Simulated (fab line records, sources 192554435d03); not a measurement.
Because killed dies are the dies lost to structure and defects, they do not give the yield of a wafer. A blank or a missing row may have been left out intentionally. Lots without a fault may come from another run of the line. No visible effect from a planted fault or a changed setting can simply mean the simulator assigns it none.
Which of the tools did it?    flow n5Finfet    Sampling: 12 lots, 36 wafers, 2 of 1938 route steps

== WHAT THE GAUGES SHOWED, per wafer ==
N5_BEOL_M0_CUTY_CD_MEAS_57 targets a cd of 200 nm.
lot   measured      on        cdNm (nm)
L074  day 5 23:08   cdSem-02  198.6 197.6 197.8
L077  day 6 10:02   cdSem-02  198.8 199.6 200.1
L079  day 6 23:26   cdSem-01  200.9 199.5 198.4
L081  day 7 08:22   cdSem-02  199.5 199.2 200.3
L083  day 7 21:02   cdSem-03  198.8 199.7 201.0
L085  day 9 00:13   cdSem-02  200.9 199.6 199.3
L087  day 10 00:08  cdSem-03  200.3 201.3 199.7
L089  day 10 05:16  cdSem-01  199.3 200.1 199.4
L090  day 10 06:25  cdSem-02  199.4 201.3 200.3
L093  day 10 18:48  cdSem-03  198.9 200.1 198.6
L095  day 11 07:56  cdSem-02  198.5 199.8 198.7
L097  day 11 16:20  cdSem-03  199.1 199.5 199.8

== TOOL THAT RAN EACH LOT (tool first, then ch and the chambers of the sampled wafers, then the start) ==
lot   N5_BEOL_M0_SAQP_DESCUM_45
L074  rieDiel-04 ch 0,2,3, day 5 21:41
L077  rieDiel-04 ch 0,2,3, day 6 08:44
L079  rieDiel-03 ch 0,2,3, day 6 22:07
L081  rieDiel-03 ch 0,1,3, day 7 07:04
L083  rieDiel-03 ch 1,3, day 7 18:13
L085  rieDiel-03 ch 1,2,3, day 8 22:40
L087  rieDiel-04 ch 0,2,3, day 9 22:26
L089  rieDiel-03 ch 2,3, day 10 03:56
L090  rieDiel-01 ch 0,1, day 10 05:07
L093  rieDiel-01 ch 1,2,3, day 10 17:26
L095  rieDiel-01 ch 0,1,3, day 11 06:22
L097  rieDiel-01 ch 2,3, day 11 15:02
- N5_BEOL_M0_SAQP_DESCUM_45: chemistry O2, time 7 s.

== THE ANSWER, worked out from the rows above alone ==
Rule: usual is defined by the lots themselves. The widest of any qualifying gaps counts: lots, ordered by their means at a reading, are off when they make up no more than a third of the lots, leave a main group of 4 or more, and stand apart from it by 3 or more times the standard deviation of that group's means. A main group is skipped when, at the precision printed for the reading in the tables above, its means are all equal. A lot without any number at a reading at which 4 lots or more have one is off too. Where the step has rows for the other lots, those lots are counted as sound.
No lot is off on any of the readings shown, so nothing can be concluded from this.

== WHAT HAD BEEN PUT IN BY THE SIMULATOR ==
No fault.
